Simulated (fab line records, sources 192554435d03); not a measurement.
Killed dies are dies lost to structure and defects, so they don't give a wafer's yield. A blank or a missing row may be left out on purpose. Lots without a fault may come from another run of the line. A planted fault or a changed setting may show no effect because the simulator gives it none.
fab line records | flow n5_finfet
record lots=7 wafers=21
route steps=1938 shown ZERO_LAYER@4 PMOS_HMC_CHANNEL_EPI@57 FIN_SAQP@125 DUMMY_GATE@221 SD_EPI_N@268
start_h: hours from the record's first day to the start of the lot's first wafer shown | wait_h: hours since the lot's step before | " the same as in the row above | L1.1+2: a row that stands for several wafers | - no value, or no start given | * or withheld: withheld | < > ~ a bound
route shown NAME@n: a module of which the file shows steps, and the number in the route of the first | usual: mean/standard deviation of fault-free wafers | same: alike in all rows | chamber/n: place in a boat | sites: the reading at each site | _std_site: their standard deviation | _edge_site: outer sites' mean less inner sites' | radius_mm: how far each site lies from the wafer's centre | mask NAME#n: copy n | behind: the tool/chamber that last shaped the wafer | hold: why the lot was held/for how many hours/how that ended | device: the transistor (n, p or np) that didn't switch | end of line: the same wafers' tests at the end of the route | a step without rows: its recipe alone | killed: dies lost to structure and defects at the first sort, not the wafer's yield | map: a wafer's dies, x killed, . not, _ none there
set.NAME: the setting as run; set.NAME@STEP: as run at that earlier step | model.NAME: the simulator's own value behind a step, which no gauge read
lots whose settings were changed on purpose; a table a step, a row a wafer
## steps
# step N5_ZERO_LAYER_PECVD_02
# recipe material=SiO2 target_thk_a=100 temp_c=400 precursor=SiH4/N2O pressure_torr=0.75 rf_w=275 time_s=6
# columns lot.wafer tool chamber start_h wait_h set.time_s model.SiO2_of_ZERO_LAYER_PECVD_02.thk_nm
L075.1 pecvd-01 0 18.29 0.0 6 9.87
L075.2 " 1 " " 6 9.65
L075.5 " 2 " " 6 10.22
L080.1 pecvd-01 2 48.28 0.0 5.477 9.288
L080.5 " 1 " " 6 10.06
L080.6 " 2 " " 6 10.28
L082.1 pecvd-01 2 60.28 0.0 6.38 10.76
L082.3 " 0 " " 6.38 10.42
L082.4 " 2 " " 6 10.16
L084.1 pecvd-04 2 72.28 0.0 6.488 10.94
L084.2 " 0 " " 6.488 10.81
L084.4 " 0 " " 6.488 11.01
L085.1 pecvd-04 0 78.28 0.0 6 10.18
L085.5 " 2 " " 5.367 9.109
L085.6 " 0 " " 5.367 9.358
L089.3 pecvd-04 1 102.28 0.0 5.715 9.561
L089.4 " 0 " " 6 10.57
L089.6 " 2 " " 5.715 9.736
L094.1 pecvd-04 0 132.28 0.0 6 10.2
L094.4 " 0 " " 6 10.3
L094.6 " 2 " " 6 10.21
# step N5_PMOS_HMC_CHANNEL_EPI_HM_DEP_34
# recipe material=SiO2 target_thk_a=360 temp_c=400 precursor=TEOS/O2 pressure_torr=6.5 rf_w=900 teos_flow_sccm=161.4 gas=O2 flow_sccm=2650 time_s=6.9
# columns lot.wafer tool chamber start_h wait_h set.time_s model.SiO2_of_PMOS_HMC_CHANNEL_EPI_HM_DEP_34.thk_nm
L075.1 pecvd-04 0 22.87 0.0 6.9 35.52
L075.2 " 2 " " 6.9 35.25
L075.5 " 0 " " 6.9 36.02
L080.1 pecvd-01 1 52.75 0.0 7.861 40.96
L080.5 " 1 " " 6.9 36.04
L080.6 " 2 " " 6.9 36.9
L082.1 pecvd-02 0 64.98 0.0 6.9 34.81
L082.3 " 1 " " 6.9 35.86
L082.4 " 1 " " 6.9 36.15
L084.1 pecvd-02 0 76.93 0.0 6.9 35.34
L084.2 " 2 " " 6.9 35.97
L084.4 " 1 " " 6.9 36.29
L085.1 pecvd-02 0 82.97 0.0 6.412 32.63
L085.5 " 0 " " 6.412 33.31
L085.6 " 2 " " 6.9 37.09
L089.3 pecvd-02 2 108.44 0.0 7.244 38.1
L089.4 " 1 " " 6.9 35.63
L089.6 " 1 " " 6.9 35.88
L094.1 pecvd-01 2 137.22 0.0 6.9 36.76
L094.4 " 1 " " 6.9 36.73
L094.6 " 2 " " 7.265 38.86
# step N5_PMOS_HMC_CHANNEL_EPI_EXPOSE_06
# recipe mask_id=PMOS_HMC_BLK na=1.35 source_shape=conventional sigma_outer=0.8 polarization=unpolarized target_cd_nm=240 dose_mj=41
# columns lot.wafer tool chamber start_h wait_h mask set.dose_mj
L075.1+2+5 arfi_scanner-01 0 23.17 - PMOS_HMC_BLK#0 41
L080.1+5 arfi_scanner-03 0 52.91 - PMOS_HMC_BLK#0 42.03
L080.6 " 0 " " PMOS_HMC_BLK#0 41
L082.1+3+4 arfi_scanner-01 0 65.26 - PMOS_HMC_BLK#0 41
L084.1+2+4 arfi_scanner-03 0 77.23 - PMOS_HMC_BLK#0 41
L085.1 arfi_scanner-02 0 83.25 - PMOS_HMC_BLK#0 43.74
L085.5+6 " 0 " " PMOS_HMC_BLK#0 41
L089.3 arfi_scanner-02 0 108.61 - PMOS_HMC_BLK#0 41
L089.4+6 " 0 " " PMOS_HMC_BLK#0 42.66
L094.1+6 arfi_scanner-02 0 137.50 - PMOS_HMC_BLK#0 38.45
L094.4 " 0 " " PMOS_HMC_BLK#0 41
# step N5_PMOS_HMC_CHANNEL_EPI_PEB_07
# recipe peb_temp_c=110 peb_time_s=60 resist=CAR-ArF-block
# step N5_PMOS_HMC_CHANNEL_EPI_DEVELOP_08
# recipe develop_time_s=30 developer=TMAH resist=CAR-ArF-block dev_temp_c=23 rinse_liquid=diw dry=air_spin
# step N5_PMOS_HMC_CHANNEL_EPI_CD_MEAS_09
# recipe target_cd_nm=237.4 landing_energy_ev=500 detector=se_inlens
# usual cd_nm=237.5/0.96
# columns lot.wafer tool chamber start_h wait_h set.dose_mj@PMOS_HMC_CHANNEL_EPI_EXPOSE_06 cd_nm
L075.1 cd_sem-01 0 23.29 - 41 236.8
L075.2 " 0 " " 41 237.0
L075.5 " 0 " " 41 236.1
L080.1 cd_sem-02 0 53.03 - 42.03 238.0
L080.5 " 0 " " 42.03 239.1
L080.6 " 0 " " 41 236.6
L082.1 cd_sem-02 0 65.39 - 41 236.3
L082.3 " 0 " " 41 237.3
L082.4 " 0 " " 41 237.4
L084.1 cd_sem-01 0 77.36 - 41 236.4
L084.2 " 0 " " 41 236.1
L084.4 " 0 " " 41 235.8
L085.1 cd_sem-03 0 83.37 - 43.74 242.8
L085.5 " 0 " " 41 237.7
L085.6 " 0 " " 41 237.9
L089.3 cd_sem-02 0 108.73 - 41 236.9
L089.4 " 0 " " 42.66 241.0
L089.6 " 0 " " 42.66 241.6
L094.1 cd_sem-03 0 137.62 - 38.45 232.8
L094.4 " 0 " " 41 237.9
L094.6 " 0 " " 38.45 233.7
# step N5_PMOS_HMC_CHANNEL_EPI_DESCUM_14
# recipe chemistry=O2 time_s=7.9 source_power_w=50 bias_power_w=20 pressure_mtorr=20 rf_frequency_hz=2.712e+07 temp_c=40 resist=CAR-ArF-block o2_flow_sccm=225
# columns lot.wafer tool chamber start_h wait_h set.dose_mj@PMOS_HMC_CHANNEL_EPI_EXPOSE_06 model.PMOS_HMC_CHANNEL_EPI.cd_nm
L075.1 rie_diel-01 0 23.38 0.0 41 236.8
L075.2 " 1 " " 41 237.2
L075.5 " 3 " " 41 235.8
L080.1 rie_diel-01 0 53.12 0.0 42.03 238.2
L080.5 " 1 " " 42.03 239
L080.6 " 2 " " 41 236.4
L082.1 rie_diel-06 0 65.47 0.0 41 236.6
L082.3 " 2 " " 41 237.5
L082.4 " 2 " " 41 237.4
L084.1 rie_diel-06 2 77.44 0.0 41 236.7
L084.2 " 1 " " 41 235.9
L084.4 " 0 " " 41 236
L085.1 rie_diel-06 2 83.46 0.0 43.74 242.7
L085.5 " 1 " " 41 237.5
L085.6 " 2 " " 41 237.6
L089.3 rie_diel-06 2 108.81 0.0 41 237.4
L089.4 " 1 " " 42.66 241
L089.6 " 0 " " 42.66 241.7
L094.1 rie_diel-06 1 137.71 0.0 38.45 232.7
L094.4 " 1 " " 41 237.9
L094.6 " 2 " " 38.45 233.8
# step N5_FIN_SAQP_SPACER1_ALD_24
# recipe material=SiO2 target_thk_a=203 temp_c=300 ald_precursor_family=BDEAS ald_co_reactant=O2-plasma pulse_time_s=1 purge_time_s=2 co_reactant_purge_time_s=2 ald_cycles=218 pressure_torr=2
# columns lot.wafer tool chamber start_h wait_h set.ald_cycles model.SiO2_of_FIN_SAQP_SPACER1_ALD_24.thk_nm
L075.1 ald_sin-03 0 29.01 0.3 218 20.2
L075.2 " 1 " " 218 20.6
L075.5 " 3 " " 218 20.4
L080.1+5 ald_sin-02 1 59.49 0.3 218 20.4
L080.6 " 0 " " 232 21.8
L082.1 ald_sin-02 0 71.53 0.3 218 20.4
L082.3 " 2 " " 199 18.6
L082.4 " 3 " " 199 19
L084.1+2 ald_sin-02 3,0 82.95 0.3 218 20.4
L084.4 " 1 " " 218 20.2
L085.1+6 ald_sin-03 1,3 89.32 0.9 236 22
L085.5 " 0 " " 218 20.2
L089.3+4 ald_sin-02 2,1 117.65 0.2 218 20.4
L089.6 " 2 " " 200 18.8
L094.1 ald_sin-03 3 143.35 0.3 218 20.4
L094.4+6 " 2 " " 237 22
# step N5_FIN_SAQP_SPACER1_ETCHBACK_25
# recipe chemistry=CHF3/O2 mode=anisotropic_etchback target=SiO2 target_depth_a=244 time_s=12.2 pressure_mtorr=30 source_w=650 bias_w=170 Ar_flow_sccm=200 CHF3_flow_sccm=50 O2_flow_sccm=5 ion_energy_ev=200
# step N5_FIN_SAQP_MANDREL1_REMOVE_56
# recipe chemistry=HBr/Cl2/O2 bt_time_s=10 target=a-Si stop_on=SiNx endpoint=OES-SiCl over_etch_frac=1 icp_w=600 bias_w=22 HBr_flow_sccm=150 Cl2_flow_sccm=80 O2_flow_sccm=5 pressure_mtorr=10
# columns lot.wafer tool chamber start_h wait_h set.ald_cycles@FIN_SAQP_SPACER1_ALD_24 model.FIN_SAQP.cd_nm
L075.1+5 rie_si-05 3,0 29.83 0.1 218 20.4
L075.2 " 1 " " 218 20.6
L080.1 rie_si-05 0 60.30 0.1 218 20.2
L080.5 " 1 " " 218 20.4
L080.6 " 0 " " 232 21.6
L082.1 rie_si-06 2 72.37 0.1 218 20.4
L082.3 " 0 " " 199 18.4
L082.4 " 3 " " 199 18.8
L084.1 rie_si-06 2 83.75 0.1 218 20.4
L084.2 " 1 " " 218 20.2
L084.4 " 0 " " 218 20
L085.1 rie_si-05 3 90.14 0.1 236 22.2
L085.5 " 0 " " 218 20.2
L085.6 " 3 " " 236 22
L089.3 rie_si-06 1 118.49 0.1 218 20.4
L089.4 " 3 " " 218 20.2
L089.6 " 1 " " 200 18.6
L094.1 rie_si-05 2 144.16 0.1 218 20.4
L094.4+6 " 3,1 " " 237 22.2
# step N5_FIN_SAQP_CD_MEAS_27
# recipe target_cd_nm=20 landing_energy_ev=1000 detector=se_inlens polarity=line
# usual cd_nm=20.37/0.23
# columns lot.wafer tool chamber start_h wait_h set.ald_cycles@FIN_SAQP_SPACER1_ALD_24 cd_nm
L075.1 cd_sem-02 0 29.94 0.1 218 20.31
L075.2 " 0 " " 218 20.41
L075.5 " 0 " " 218 20.58
L080.1 cd_sem-01 0 60.41 0.1 218 20.22
L080.5 " 0 " " 218 20.73
L080.6 " 0 " " 232 21.63
L082.1 cd_sem-02 0 72.48 0.1 218 20.29
L082.3 " 0 " " 199 18.70
L082.4 " 0 " " 199 18.78
L084.1 cd_sem-03 0 83.86 0.1 218 20.93
L084.2 " 0 " " 218 20.25
L084.4 " 0 " " 218 20.45
L085.1 cd_sem-02 0 90.25 0.1 236 21.78
L085.5 " 0 " " 218 20.12
L085.6 " 0 " " 236 22.01
L089.3 cd_sem-03 0 118.61 0.1 218 20.37
L089.4 " 0 " " 218 20.67
L089.6 " 0 " " 200 18.67
L094.1 cd_sem-03 0 144.27 0.1 218 19.92
L094.4 " 0 " " 237 22.20
L094.6 " 0 " " 237 22.43
# step N5_DUMMY_GATE_PECVD_30
# recipe material=SiO2 target_thk_a=550 temp_c=400 precursor=TEOS/O2 pressure_torr=6.5 rf_w=withheld teos_flow_sccm=withheld gas=O2 flow_sccm=2650 time_s=10.8
# columns lot.wafer tool chamber start_h wait_h set.time_s model.SiO2_of_DUMMY_GATE_PECVD_30.thk_nm
L075.1 pecvd-04 1 51.03 0.0 10.8 55.2
L075.2 " 2 " " 10.8 55
L075.5 " 1 " " 10.8 56.4
L080.1 pecvd-02 0 82.50 0.0 9.339 46.2
L080.5 " 0 " " 9.339 47
L080.6 " 1 " " 10.8 54.8
L082.1 pecvd-04 1 94.88 0.0 10.8 56.4
L082.3 " 0 " " 10.8 54.4
L082.4 " 1 " " 10.8 56.8
L084.1 pecvd-03 1 106.72 0.0 10.8 54.6
L084.2 " 2 " " 11.44 58.4
L084.4 " 0 " " 11.44 59
L085.1 pecvd-04 0 111.99 0.0 10.8 52.6
L085.5 " 0 " " 10.8 53.6
L085.6 " 1 " " 10.8 57
L089.3 pecvd-03 1 143.66 0.0 10.15 51.4
L089.4 " 0 " " 10.8 55.6
L089.6 " 2 " " 10.8 57
L094.1 pecvd-02 2 165.23 0.0 11.24 57.2
L094.4 " 1 " " 11.24 57
L094.6 " 2 " " 10.8 55.8
# step N5_DUMMY_GATE_EXPOSE_12
# recipe mask_id=GATE na=0.33 source_shape=annular sigma_inner=0.2 sigma_outer=0.6 polarization=unpolarized target_cd_nm=25 dose_mj=34
# columns lot.wafer tool chamber start_h wait_h mask set.dose_mj
L075.1+2+5 euv_scanner-01 0 51.35 - GATE#0 34
L080.1+5 euv_scanner-02 0 82.69 - GATE#0 34
L080.6 " 0 " " GATE#0 34.89
L082.1+4 euv_scanner-02 0 95.08 - GATE#0 34
L082.3 " 0 " " GATE#0 32.4
L084.1+2 euv_scanner-01 0 107.04 - GATE#0 34
L084.4 " 0 " " GATE#0 32.42
L085.1+5+6 euv_scanner-02 0 112.32 - GATE#0 34
L089.3+4 euv_scanner-02 0 143.99 - GATE#0 35.33
L089.6 " 0 " " GATE#0 34
L094.1+4 euv_scanner-01 0 165.42 - GATE#0 33.18
L094.6 " 0 " " GATE#0 34
# step N5_DUMMY_GATE_PEB_13
# recipe peb_temp_c=100 peb_time_s=60 resist=CAR-EUV
# step N5_DUMMY_GATE_DEVELOP_14
# recipe develop_time_s=30 developer=TMAH resist=CAR-EUV rinse_liquid=surfactant_rinse dry=air_spin dev_temp_c=23
# step N5_DUMMY_GATE_CD_MEAS_15
# recipe target_cd_nm=25.8 landing_energy_ev=500 detector=se_inlens
# usual cd_nm=24.97/0.27
# columns lot.wafer tool chamber start_h wait_h set.dose_mj@DUMMY_GATE_EXPOSE_12 cd_nm
L075.1 cd_sem-01 0 51.48 - 34 24.90
L075.2 " 0 " " 34 24.80
L075.5 " 0 " " 34 25.01
L080.1 cd_sem-03 0 82.82 - 34 24.89
L080.5 " 0 " " 34 25.10
L080.6 " 0 " " 34.89 24.42
L082.1 cd_sem-01 0 95.20 - 34 25.01
L082.3 " 0 " " 32.4 26.27
L082.4 " 0 " " 34 25.26
L084.1 cd_sem-02 0 107.17 - 34 24.69
L084.2 " 0 " " 34 24.99
L084.4 " 0 " " 32.42 26.46
L085.1 cd_sem-03 0 112.44 - 34 25.00
L085.5 " 0 " " 34 25.00
L085.6 " 0 " " 34 25.23
L089.3 cd_sem-01 0 144.11 - 35.33 24.43
L089.4 " 0 " " 35.33 24.38
L089.6 " 0 " " 34 24.75
L094.1 cd_sem-01 0 165.55 - 33.18 25.27
L094.4 " 0 " " 33.18 25.59
L094.6 " 0 " " 34 25.21
# step N5_DUMMY_GATE_ETCH_31
# recipe chemistry=C4F6/O2 target=SiO2 mask_material=SOC target_depth_a=825 time_s=27.5 ion_energy_ev=250 pressure_mtorr=30 source_w=345 bias_w=185 Ar_flow_sccm=300 C4F6_flow_sccm=10 O2_flow_sccm=10
# step N5_DUMMY_GATE_STRIP_41
# recipe chemistry=O2 power_w=400 temp_c=40 pressure_mtorr=30 rf_frequency_hz=6e+07 bias_power_w=0 overash_fraction=0.3 o2_flow_sccm=225
# step N5_DUMMY_GATE_HM_OPEN_21
# recipe chemistry=CH3F/O2 target=SiNx target_depth_a=1200 Ar_flow_sccm=150 CH3F_flow_sccm=30 O2_flow_sccm=23 time_s=171.4 pressure_mtorr=30 source_w=395 bias_w=73 ion_energy_ev=120.7
# columns lot.wafer tool chamber start_h wait_h set.time_s@DUMMY_GATE_PECVD_30 model.SiO2_of_DUMMY_GATE_PECVD_30.thk_nm
L075.1 rie_diel-02 1 52.38 0.0 10.8 45.2
L075.2 " 0 " " 10.8 44.8
L075.5 " 0 " " 10.8 46
L080.1 rie_diel-02 3 83.52 0.0 9.339 36.4
L080.5 " 3 " " 9.339 37
L080.6 " 0 " " 10.8 44.4
L082.1 rie_diel-01 2 95.84 0.0 10.8 46.6
L082.3 " 1 " " 10.8 44.8
L082.4 " 3 " " 10.8 47
L084.1 rie_diel-01 1 107.81 0.0 10.8 45
L084.2 " 3 " " 11.44 48.8
L084.4 " 2 " " 11.44 49
L085.1 rie_diel-01 2 113.21 0.0 10.8 42.8
L085.5 " 3 " " 10.8 44
L085.6 " 0 " " 10.8 47.2
L089.3 rie_diel-01 1 144.77 0.0 10.15 41.6
L089.4 " 3 " " 10.8 45.6
L089.6 " 0 " " 10.8 47.2
L094.1 rie_diel-01 0 166.35 0.0 11.24 47.4
L094.4 " 1 " " 11.24 47.2
L094.6 " 0 " " 10.8 46
# step N5_DUMMY_GATE_ETCH_32
# recipe chemistry=CF4 target=SiO2 target_depth_a=35 time_s=3.9 ion_energy_ev=350 pressure_mtorr=10 icp_w=800 bias_w=400 cf4_flow_sccm=80
# columns lot.wafer tool chamber start_h wait_h set.time_s@DUMMY_GATE_PECVD_30 model.SiO2_of_DUMMY_GATE_PECVD_30.thk_nm
L075.1 rie_si-03 3 52.54 0.1 10.8 41.6
L075.2 " 1 " " 10.8 41.4
L075.5 " 0 " " 10.8 42.6
L080.1 rie_si-01 0 83.68 0.1 9.339 33
L080.5 " 3 " " 9.339 33.4
L080.6 " 2 " " 10.8 41
L082.1 rie_si-03 0 96.00 0.1 10.8 43
L082.3 " 2 " " 10.8 41.2
L082.4 " 1 " " 10.8 43.6
L084.1 rie_si-04 2 107.97 0.1 10.8 41.8
L084.2 " 1 " " 11.44 45.2
L084.4 " 0 " " 11.44 45.4
L085.1 rie_si-04 3 113.37 0.1 10.8 39.2
L085.5 " 2 " " 10.8 40.6
L085.6 " 1 " " 10.8 43.6
L089.3 rie_si-01 3 144.93 0.1 10.15 38.2
L089.4 " 1 " " 10.8 42.2
L089.6 " 0 " " 10.8 43.8
L094.1 rie_si-01 0 166.51 0.1 11.24 44
L094.4 " 1 " " 11.24 43.8
L094.6 " 0 " " 10.8 42.6
# step N5_SD_EPI_N_PEB_07
# recipe peb_temp_c=110 peb_time_s=60 resist=CAR-ArF-block
# columns lot.wafer tool chamber start_h wait_h set.peb_time_s
L075.1+2+5 litho_track-05 0 53.97 0.1 60
L080.1 litho_track-04 0 85.10 0.1 72.08
L080.5+6 " 0 " " 60
L082.1+3+4 litho_track-02 0 97.38 0.1 60
L084.1+4 litho_track-04 0 109.53 0.1 68
L084.2 " 0 " " 60
L085.1 litho_track-02 0 114.87 0.1 55.29
L085.5+6 " 0 " " 60
L089.3 litho_track-04 0 146.37 0.0 60
L089.4+6 " 0 " " 51.29
L094.1+4+6 litho_track-02 0 167.96 0.1 60
## key
split step=N5_ZERO_LAYER_PECVD_02 setting=time_s stated=6 by=wafer
response step=N5_ZERO_LAYER_PECVD_02 reading=model.SiO2_of_ZERO_LAYER_PECVD_02.thk_nm change=+0.0989 per=1% r=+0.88
split step=N5_PMOS_HMC_CHANNEL_EPI_HM_DEP_34 setting=time_s stated=6.9 by=wafer
response step=N5_PMOS_HMC_CHANNEL_EPI_HM_DEP_34 reading=model.SiO2_of_PMOS_HMC_CHANNEL_EPI_HM_DEP_34.thk_nm change=+0.386 per=1% r=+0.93
split step=N5_PMOS_HMC_CHANNEL_EPI_EXPOSE_06 setting=dose_mj stated=41 by=wafer
response step=N5_PMOS_HMC_CHANNEL_EPI_CD_MEAS_09 reading=cd_nm change=+0.802 per=1% r=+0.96
response step=N5_PMOS_HMC_CHANNEL_EPI_DESCUM_14 reading=model.PMOS_HMC_CHANNEL_EPI.cd_nm change=+0.797 per=1% r=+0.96
split step=N5_FIN_SAQP_SPACER1_ALD_24 setting=ald_cycles stated=218 by=wafer
response step=N5_FIN_SAQP_SPACER1_ALD_24 reading=model.SiO2_of_FIN_SAQP_SPACER1_ALD_24.thk_nm change=+0.197 per=1% r=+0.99
response step=N5_FIN_SAQP_MANDREL1_REMOVE_56 reading=model.FIN_SAQP.cd_nm change=+0.211 per=1% r=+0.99
response step=N5_FIN_SAQP_CD_MEAS_27 reading=cd_nm change=+0.218 per=1% r=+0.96
split step=N5_DUMMY_GATE_PECVD_30 setting=time_s stated=10.8 by=wafer
response step=N5_DUMMY_GATE_PECVD_30 reading=model.SiO2_of_DUMMY_GATE_PECVD_30.thk_nm change=+0.627 per=1% r=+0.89
response step=N5_DUMMY_GATE_HM_OPEN_21 reading=model.SiO2_of_DUMMY_GATE_PECVD_30.thk_nm change=+0.596 per=1% r=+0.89
response step=N5_DUMMY_GATE_ETCH_32 reading=model.SiO2_of_DUMMY_GATE_PECVD_30.thk_nm change=+0.592 per=1% r=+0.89
split step=N5_DUMMY_GATE_EXPOSE_12 setting=dose_mj stated=34 by=wafer
response step=N5_DUMMY_GATE_CD_MEAS_15 reading=cd_nm change=-0.226 per=1% r=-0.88
split step=N5_SD_EPI_N_PEB_07 setting=peb_time_s stated=60 by=wafer
response none in this file
